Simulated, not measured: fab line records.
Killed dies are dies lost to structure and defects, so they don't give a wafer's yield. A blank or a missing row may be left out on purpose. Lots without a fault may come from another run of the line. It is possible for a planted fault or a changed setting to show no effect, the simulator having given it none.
Check of tool commonality	flow n5 finfet	Sampled: 12 lots, 33 wafers

## REASON FOR OPENING
On 2 of the 12 lots, a flag is raised at N5_BEOL_M12_INSPECT_55 on the reading raw defect count. No-fault wafers: 66, standard deviation 22.
Rule: a lot gets a flag if all its wafers with a number sit over 4 standard deviations from that mean, or if no wafer of it has a number. All remaining lots are regarded as sound.

lot	measured	on	raw defect count, wafer by wafer	flag
L835	day 10 07:37	defect inspect-02	28 50	
L836	day 10 14:26	defect inspect-02	72 82 69	
L838	day 11 06:14	defect inspect-02	127 144 101	
L840	day 11 14:13	defect inspect-02	54 45 44	
L842	day 12 03:32	defect inspect-01	81 52	
L845	day 12 12:04	defect inspect-02	56 44 75	
L846	day 12 22:28	defect inspect-01	48 55 57	
L849	day 13 19:41	defect inspect-01	687 672 681	FLAGGED
L851	day 13 20:05	defect inspect-01	76 106 86	
L854	day 14 15:18	defect inspect-01	633 702 653	FLAGGED
L856	day 15 18:46	defect inspect-02	53 43	
L858	day 16 07:33	defect inspect-02	63 53 51	
The mean of the flagged lots' numbers is 671, +605 from the usual (+28 standard deviations).

## WHICH TOOL RAN EACH LOT
The record holds 2 process steps before the reading, out of a route of 1938 steps. Read each cell as the tool, then ch plus the chambers that the sampled wafers visited, then the start.
lot	flag	N5_BEOL_M12_SPUTTER_43	N5_BEOL_M12_PRE_CLEAN_52
L835		pvd sputter-02, day 10 06:25	pecvd-02 ch 0, day 10 07:28
L836		pvd sputter-03, day 10 13:14	pecvd-02 ch 0,1, day 10 14:18
L838		pvd sputter-03, day 11 05:05	pecvd-03 ch 1,2, day 11 06:08
L840		pvd sputter-02, day 11 13:02	pecvd-01 ch 0,2, day 11 14:06
L842		pvd sputter-01, day 12 02:13	pecvd-01 ch 1,2, day 12 03:25
L845		pvd sputter-02, day 12 10:44	pecvd-01 ch 1,2, day 12 11:57
L846		pvd sputter-03, day 12 21:17	pecvd-02 ch 0,1,2, day 12 22:20
L849	FLAGGED	pvd sputter-01, day 13 18:31	pecvd-01 ch 1,2, day 13 19:34
L851		pvd sputter-01, day 13 18:55	pecvd-03 ch 0,2, day 13 19:58
L854	FLAGGED	pvd sputter-03, day 14 14:07	pecvd-01 ch 0,1, day 14 15:11
L856		pvd sputter-02, day 15 17:23	pecvd-03 ch 0,2, day 15 18:39
L858		pvd sputter-03, day 16 05:56	pecvd-02 ch 1,2, day 16 07:26
What is done by these steps:
- N5_BEOL_M12_SPUTTER_43: material TaN, target thk 15 nm, time 24.19 s.
- N5_BEOL_M12_PRE_CLEAN_52: time 15 s.
- N5_BEOL_M12_INSPECT_55: inspects for defects (darkfield).

## FLAGGED AGAINST TOTAL, ONE TOOL AT A TIME (gauges that did the reading follow at the end)
step	tool	lots run	flagged	share of the flagged lots	sound lots run after its first flagged lot
N5_BEOL_M12_SPUTTER_43	pvd sputter-01	3	1	some	1 (L851)
N5_BEOL_M12_SPUTTER_43	pvd sputter-02	4	0	none	-
N5_BEOL_M12_SPUTTER_43	pvd sputter-03	5	1	some	1 (L858)
N5_BEOL_M12_PRE_CLEAN_52	pecvd-01	5	2	all	0
N5_BEOL_M12_PRE_CLEAN_52	pecvd-02	4	0	none	-
N5_BEOL_M12_PRE_CLEAN_52	pecvd-03	3	0	none	-
N5_BEOL_M12_INSPECT_55	defect inspect-01	5	2	all	1 (L851)
N5_BEOL_M12_INSPECT_55	defect inspect-02	7	0	none	-

## WHAT THE TABLE ALLOWS
2 rows of the table ran every flagged lot: pecvd-01 at N5_BEOL_M12_PRE_CLEAN_52, defect inspect-01 at N5_BEOL_M12_INSPECT_55.
- pecvd-01 at N5_BEOL_M12_PRE_CLEAN_52 ran 5 lots, 2 of them flagged. Its last sound lot is L845 (day 12 11:57), its first flagged lot L849 (day 13 19:34): a fault that began between those two fits.
- defect inspect-01 at N5_BEOL_M12_INSPECT_55 ran 5 lots, 2 of them flagged. Lots that were sound ran on it after the first flagged one (L851); a persistent fault on the entire tool would not allow that.
One tool is left: pecvd-01 at N5_BEOL_M12_PRE_CLEAN_52.

## WHAT HAD BEEN PUT IN BY THE SIMULATOR
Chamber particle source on pecvd-01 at N5_BEOL_M12_PRE_CLEAN_52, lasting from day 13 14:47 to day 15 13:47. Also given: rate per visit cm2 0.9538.
Struck lots among those shown: L849, L854. This agrees with what the rule above found.
